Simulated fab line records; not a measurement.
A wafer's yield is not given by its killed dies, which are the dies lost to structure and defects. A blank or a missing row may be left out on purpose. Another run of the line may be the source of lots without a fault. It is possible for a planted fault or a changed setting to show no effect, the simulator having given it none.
Which tool was responsible? ; flow nand_harc ; 13 lots, 37 wafers sampled, at 5 steps of a route of 1302

WHAT EACH GAUGE READ, for each wafer
NHARC_A_BONDPAD_CD_MEAS_13. Usual: cd_nm at 499.3 nm, with a standard deviation of 2.2.
lot;measured;on;cd_nm (nm);flag
L792;day 23 10:31;cd_sem-03;500.5 497.7 498.3;
L790;day 23 11:49;cd_sem-02;501.7 499.6 500.1;
L793;day 24 02:14;cd_sem-03;503.3 499.9 500.2;
L794;day 24 10:28;cd_sem-01;499.6 500.2 501.3;
L795;day 25 10:44;cd_sem-03;502.3 498.9 500.6;
L796;day 25 16:41;cd_sem-03;498.2 500.4 497.4;
L797;day 26 11:30;cd_sem-02;496.8 499.7 497.3;
L798;day 26 23:39;cd_sem-03;496.6 494.6 497.3;
L799;day 27 04:31;cd_sem-02;502.9 499.1 499.8;
L808;day 30 15:07;cd_sem-02;495.1 496.9;
L809;day 30 22:17;cd_sem-01;496.1 495.4;
L810;day 31 06:07;cd_sem-03;500.9 497.3 501.0;
L811;day 31 20:59;cd_sem-01;497.4 497.5 501.0;

NHARC_END_SORT_01. Usual: defect_limited_yield is 91.1 % with standard deviation 2.9, killed_at_array is 55 with standard deviation 19, killed_at_other is 0.8 with standard deviation 1.1, killed_at_periphery is 4.0 with standard deviation 2.6, killed_dies is 60 with standard deviation 20, killed_open is 3.4 with standard deviation 1.7, and killed_short is 2.6 with standard deviation 1.5.
lot;measured;on;defect_limited_yield (%);killed_at_array;killed_at_other;killed_at_periphery;killed_dies;killed_open;killed_short;flag
L793;day 25 07:27;prober-01;92.6 92.0 90.7;46 50 59;0 1 2;4 3 2;50 54 63;2 4 4;1 2 4;
L809;day 32 08:01;prober-01;89.1;65;3;6;74;4;1;

WHAT TOOL EACH LOT RAN ON (gives the tool, then ch and the chambers of the sampled wafers, and finally the start)
lot;NHARC_A_BONDPAD_CMP_29;NHARC_A_BONDPAD_ETCH_24;NHARC_A_BONDPAD_PVD_27
L792;cmp-03 ch 0,1,2, day 23 09:11;rie_diel-06 ch 0,1,3, day 23 10:45;pvd_sputter-02, no start
L790;cmp-01 ch 1,2, day 23 10:31;rie_diel-09 ch 1,2, day 23 12:04;pvd_sputter-03, no start
L793;cmp-04 ch 1,2,3, day 24 01:01;rie_diel-06 ch 1,2, day 24 02:27;pvd_sputter-01, day 25 07:27 or earlier
L794;cmp-04 ch 0,1,3, day 24 09:16;rie_diel-04 ch 1,3, day 24 10:43;pvd_sputter-02, no start
L795;cmp-01 ch 0,1,3, day 25 09:24;rie_diel-09 ch 0,1,3, day 25 10:58;pvd_sputter-03, no start
L796;cmp-03 ch 0,1,3, day 25 15:26;rie_diel-09 ch 0,3, day 25 16:54;pvd_sputter-03, no start
L797;cmp-03 ch 0,1,3, day 26 09:26;rie_diel-04 ch 0,3, day 26 12:20;pvd_sputter-02, no start
L798;cmp-01 ch 0,1,3, day 26 22:20;rie_diel-04 ch 0,1, day 26 23:53;pvd_sputter-03, no start
L799;cmp-04 ch 1,2,3, day 27 03:10;rie_diel-06 ch 0,1,3, day 27 04:44;pvd_sputter-02, no start
L808;cmp-01 ch 0,1, day 30 13:46;rie_diel-09 ch 2,3, day 30 15:21;pvd_sputter-02, no start
L809;cmp-01 ch 0,2, day 30 20:57;rie_diel-09 ch 0,1, day 30 22:32;pvd_sputter-01, day 32 08:01 or earlier
L810;cmp-04 ch 1,2, day 31 04:47;rie_diel-04 ch 0,1,3, day 31 06:22;pvd_sputter-03, no start
L811;cmp-03 ch 0,3, day 31 19:45;rie_diel-04 ch 0,2, day 31 21:18;pvd_sputter-01, no start
- NHARC_A_BONDPAD_CMP_29: polishes SiCN, target thk 200 nm.
- NHARC_A_BONDPAD_ETCH_24: etches the open film in CF4/N2, target depth 30 nm, time 72.99 s.
- NHARC_A_BONDPAD_PVD_27: deposits Cu, target thk 30 nm, time 20.49 s.

WHAT THE TOOLS THEMSELVES READ (means of the sampled wafers that have a number; where no wafer has one, the mark that the record gives instead)
NHARC_A_BONDPAD_CMP_29. Usual: motor_current_A at 12.0 A, with a standard deviation of 1.4.
lot;tool;motor_current_A (A);flag
L792;cmp-03;12.6;
L790;cmp-01;12.0;
L793;cmp-04;13.6;
L794;cmp-04;12.0;
L795;cmp-01;11.1;
L796;cmp-03;11.8;
L797;cmp-03;11.9;
L798;cmp-01;11.2;
L799;cmp-04;13.7;
L808;cmp-01;11.0;
L809;cmp-01;12.4;
L810;cmp-04;13.3;
L811;cmp-03;11.7;

NHARC_A_BONDPAD_ETCH_24. Usual: drypump_motor_current_A 5.8 A, standard deviation 0.41; oes_product_au 1.000 a.u., standard deviation 0.0098; rf_vpp_V 313.9 V, standard deviation 1.6; showerhead_plenum_p_Torr 2.61 Torr, standard deviation 0.082; throttle_valve_pct 19.794 %, standard deviation 0.0092.
lot;tool;drypump_motor_current_A (A);oes_product_au (a.u.);rf_vpp_V (V);showerhead_plenum_p_Torr (Torr);throttle_valve_pct (%);flag
L792;rie_diel-06;5.4;1.004;314.5;2.65;19.798;
L790;rie_diel-09;6.4;1.004;313.0;2.58;19.803;
L793;rie_diel-06;6.0;0.994;314.4;2.69;19.803;
L794;rie_diel-04;5.7;0.992;312.5;2.54;19.795;
L795;rie_diel-09;6.0;1.009;314.9;2.62;19.792;
L796;rie_diel-09;6.0;1.005;313.4;2.62;19.786;
L797;rie_diel-04;5.6;1.000;313.0;2.56;19.793;
L798;rie_diel-04;5.4;0.994;313.3;2.52;19.785;
L799;rie_diel-06;5.4;1.001;313.6;2.64;19.792;
L808;rie_diel-09;6.3;1.006;313.1;2.58;19.797;
L809;rie_diel-09;6.0;1.006;314.6;2.64;19.794;
L810;rie_diel-04;5.5;0.995;312.9;2.53;19.792;
L811;rie_diel-04;5.3;1.005;314.1;2.60;19.795;

NHARC_A_BONDPAD_PVD_27. Usual: cathode_dc_power_W 5000.1 W, standard deviation 0.94; throttle_valve_pct 30.0 %, standard deviation 1.
lot;tool;cathode_dc_power_W (W);throttle_valve_pct (%);flag
L792;pvd_sputter-02;5000.8;29.7;
L790;pvd_sputter-03;5000.1;29.8;
L793;pvd_sputter-01;5000.1;30.8;
L794;pvd_sputter-02;4999.8;29.0;
L795;pvd_sputter-03;5000.5;29.5;
L796;pvd_sputter-03;4999.7;29.8;
L797;pvd_sputter-02;4999.7;30.4;
L798;pvd_sputter-03;4998.9;29.3;
L799;pvd_sputter-02;5000.0;29.3;
L808;pvd_sputter-02;5000.9;29.9;
L809;pvd_sputter-01;5001.3;31.3;
L810;pvd_sputter-03;5000.3;30.6;
L811;pvd_sputter-01;5000.2;31.1;

THE ANSWER, worked out from the rows above alone
Rule: lot off if the mean of its wafers having a number is beyond 3 standard deviations from the usual mean. Also off: a lot with no number at a reading for which 4 or more lots have one. The other lots that the step has rows for count as sound. The gauges are gone through in route order, then the tools' own readings, and for those a lot's mean is taken as printed above. At the first step where some lot is off, the reading lying furthest off is the one used; lots without a number count as furthest.
No lot is off at any reading shown: from this, nothing can be told.

WHAT THE SIMULATOR PUT IN
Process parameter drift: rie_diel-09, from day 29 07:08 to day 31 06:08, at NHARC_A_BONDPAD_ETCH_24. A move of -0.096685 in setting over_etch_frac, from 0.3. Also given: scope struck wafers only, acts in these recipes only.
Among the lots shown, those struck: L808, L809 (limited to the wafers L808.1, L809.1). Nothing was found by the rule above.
